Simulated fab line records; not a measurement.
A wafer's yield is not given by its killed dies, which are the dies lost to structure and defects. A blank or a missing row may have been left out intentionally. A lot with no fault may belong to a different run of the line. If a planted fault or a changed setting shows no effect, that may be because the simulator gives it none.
Split-lot trial || flow n5Finfet || on a route of 1938 steps: 7 lots, 21 wafers read

== ON THE SPLIT ==
At N5_BEOL_M9_DESCUM_16 (chemistry O2, time 7.9 s), the setting timeS was moved away from the recipe's 7.9 s on 8 of the 21 wafers read, by -18.7% to +9.7%. All remaining wafers had this setting at the recipe value.

There is no step in the file separating the split from the reading.

== THE READING ==
CAR-ArF_of_BEOL_M9_COAT_05.thkNm (the simulator's own value, which no gauge read), in nm, at N5_BEOL_M9_ETCH_61 (etches SiARC in CF4, target depth 39 nm, time 65 s). There is no usual value for it anywhere in the file. Average 55.4 nm, standard deviation 0.23 nm, over the 13 wafers here run with the recipe.

{"wafer": "L074.1", "tool, chamber at the split": "rieDiel-06, 0,1", "timeS as run, s": 7.242, "against the recipe": "-8.3%", "CAR-ArF_of_BEOL_M9_COAT_05.thkNm, nm": 55.4, "against lot-mates on the recipe": "+0.0"}
{"wafer": "L074.5", "tool, chamber at the split": "rieDiel-06, 0", "timeS as run, s": 7.9, "against the recipe": "recipe", "CAR-ArF_of_BEOL_M9_COAT_05.thkNm, nm": 55.4, "against lot-mates on the recipe": "-"}
{"wafer": "L074.6", "tool, chamber at the split": "rieDiel-06, 0,1", "timeS as run, s": 7.242, "against the recipe": "-8.3%", "CAR-ArF_of_BEOL_M9_COAT_05.thkNm, nm": 55.6, "against lot-mates on the recipe": "+0.2"}
{"wafer": "L075.3", "tool, chamber at the split": "rieDiel-06, 2", "timeS as run, s": 6.955, "against the recipe": "-12.0%", "CAR-ArF_of_BEOL_M9_COAT_05.thkNm, nm": 56, "against lot-mates on the recipe": "+0.4"}
{"wafer": "L075.5", "tool, chamber at the split": "rieDiel-06, 2", "timeS as run, s": 6.955, "against the recipe": "-12.0%", "CAR-ArF_of_BEOL_M9_COAT_05.thkNm, nm": 56, "against lot-mates on the recipe": "+0.4"}
{"wafer": "L075.4", "tool, chamber at the split": "rieDiel-06, 1", "timeS as run, s": 7.9, "against the recipe": "recipe", "CAR-ArF_of_BEOL_M9_COAT_05.thkNm, nm": 55.6, "against lot-mates on the recipe": "-"}
{"wafer": "L080.1", "tool, chamber at the split": "rieDiel-06, 0", "timeS as run, s": 7.9, "against the recipe": "recipe", "CAR-ArF_of_BEOL_M9_COAT_05.thkNm, nm": 55.8, "against lot-mates on the recipe": "-"}
{"wafer": "L080.2", "tool, chamber at the split": "rieDiel-06, 2", "timeS as run, s": 7.9, "against the recipe": "recipe", "CAR-ArF_of_BEOL_M9_COAT_05.thkNm, nm": 55.6, "against lot-mates on the recipe": "-"}
{"wafer": "L080.3", "tool, chamber at the split": "rieDiel-06, 1", "timeS as run, s": 6.422, "against the recipe": "-18.7%", "CAR-ArF_of_BEOL_M9_COAT_05.thkNm, nm": 56.6, "against lot-mates on the recipe": "+0.9"}
{"wafer": "L084.2", "tool, chamber at the split": "rieDiel-01, 1", "timeS as run, s": 7.9, "against the recipe": "recipe", "CAR-ArF_of_BEOL_M9_COAT_05.thkNm, nm": 55.4, "against lot-mates on the recipe": "-"}
{"wafer": "L084.3", "tool, chamber at the split": "rieDiel-01, 2", "timeS as run, s": 7.9, "against the recipe": "recipe", "CAR-ArF_of_BEOL_M9_COAT_05.thkNm, nm": 55.4, "against lot-mates on the recipe": "-"}
{"wafer": "L084.5", "tool, chamber at the split": "rieDiel-01, 2", "timeS as run, s": 7.9, "against the recipe": "recipe", "CAR-ArF_of_BEOL_M9_COAT_05.thkNm, nm": 55.4, "against lot-mates on the recipe": "-"}
{"wafer": "L089.2", "tool, chamber at the split": "rieDiel-06, 2", "timeS as run, s": 7.9, "against the recipe": "recipe", "CAR-ArF_of_BEOL_M9_COAT_05.thkNm, nm": 55.2, "against lot-mates on the recipe": "-"}
{"wafer": "L089.5", "tool, chamber at the split": "rieDiel-06, 0", "timeS as run, s": 7.9, "against the recipe": "recipe", "CAR-ArF_of_BEOL_M9_COAT_05.thkNm, nm": 55.4, "against lot-mates on the recipe": "-"}
{"wafer": "L089.6", "tool, chamber at the split": "rieDiel-06, 2", "timeS as run, s": 7.9, "against the recipe": "recipe", "CAR-ArF_of_BEOL_M9_COAT_05.thkNm, nm": 55, "against lot-mates on the recipe": "-"}
{"wafer": "L091.4", "tool, chamber at the split": "rieDiel-06, 0", "timeS as run, s": 7.9, "against the recipe": "recipe", "CAR-ArF_of_BEOL_M9_COAT_05.thkNm, nm": 55, "against lot-mates on the recipe": "-"}
{"wafer": "L091.5", "tool, chamber at the split": "rieDiel-06, 3", "timeS as run, s": 7.9, "against the recipe": "recipe", "CAR-ArF_of_BEOL_M9_COAT_05.thkNm, nm": 55.2, "against lot-mates on the recipe": "-"}
{"wafer": "L091.6", "tool, chamber at the split": "rieDiel-06, 2", "timeS as run, s": 8.664, "against the recipe": "+9.7%", "CAR-ArF_of_BEOL_M9_COAT_05.thkNm, nm": 54.6, "against lot-mates on the recipe": -0.5}
{"wafer": "L095.3", "tool, chamber at the split": "rieDiel-02, 2", "timeS as run, s": 7.9, "against the recipe": "recipe", "CAR-ArF_of_BEOL_M9_COAT_05.thkNm, nm": 55.6, "against lot-mates on the recipe": "-"}
{"wafer": "L095.4", "tool, chamber at the split": "rieDiel-02, 1", "timeS as run, s": 6.685, "against the recipe": "-15.4%", "CAR-ArF_of_BEOL_M9_COAT_05.thkNm, nm": 56.8, "against lot-mates on the recipe": "+1.2"}
{"wafer": "L095.5", "tool, chamber at the split": "rieDiel-02, 1", "timeS as run, s": 6.685, "against the recipe": "-15.4%", "CAR-ArF_of_BEOL_M9_COAT_05.thkNm, nm": 56.6, "against lot-mates on the recipe": "+1.0"}
The file does not say which wafer passed through which chamber wherever a row lists several chambers: such a row stands for several wafers.

FIT RESULTS
A straight line over all 21 wafers: CAR-ArF_of_BEOL_M9_COAT_05.thkNm changes by -0.0678 nm for each +1% of timeS; r = -0.88; the points scatter about the line by 0.26 nm.
The same after taking each lot's own level away (the mean of its wafers on the recipe; 21 wafers): -0.0512 nm for each +1%; r = -0.90; scatter 0.18 nm.
That fit puts the effect of the largest move of timeS on the reading at 0.96 nm.
Measured against the standard deviation above, the lots' own levels, which go from 55.10 to 55.70 nm, span 2.6 times it.
Thus the slope moves with the lot-to-lot level: the two fits are different.
Check: +0.946 nm against its lot-mates is what the line predicts for one of the wafers moved furthest among these (-18.7%) when that wafer is left out of the fit. Against them it came out at +0.9 nm.

== FURTHER SPLITS ON THESE WAFERS ==
Note: prior to the reading, these wafers also went through further splits. Each is held against what the fit with the lots' levels taken away leaves over:
{"other split on the same wafers": "N5_BEOL_M8_COAT_22 spinRpm", "wafers away from the commonest value": 6, "r with CAR-ArF_of_BEOL_M9_COAT_05.thkNm (lot level and that fit taken away)": -0.31}
{"other split on the same wafers": "N5_BEOL_M8_ETCH_65 sourceW", "wafers away from the commonest value": 9, "r with CAR-ArF_of_BEOL_M9_COAT_05.thkNm (lot level and that fit taken away)": -0.18}

== THE WHOLE CHAIN: every reading that the file lists as answering this split, in the file's order ==
{"step": "N5_BEOL_M9_DESCUM_16", "what it does": "chemistry O2, time 7.9 s", "reading": "CAR-ArF_of_BEOL_M9_COAT_05.thkNm (the simulator's own value, which no gauge read)", "change (the file's fit)": "-0.0428 nm for each +1% of the setting", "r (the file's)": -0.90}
{"step": "N5_BEOL_M9_ETCH_61", "what it does": "etches SiARC in CF4, target depth 39 nm, time 65 s", "reading": "CAR-ArF_of_BEOL_M9_COAT_05.thkNm (the simulator's own value, which no gauge read)", "change (the file's fit)": "-0.0495 nm for each +1% of the setting", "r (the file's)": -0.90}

== FILE'S OWN FIT ==
CAR-ArF_of_BEOL_M9_COAT_05.thkNm changes by -0.0495 nm for each +1% of timeS, r = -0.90.
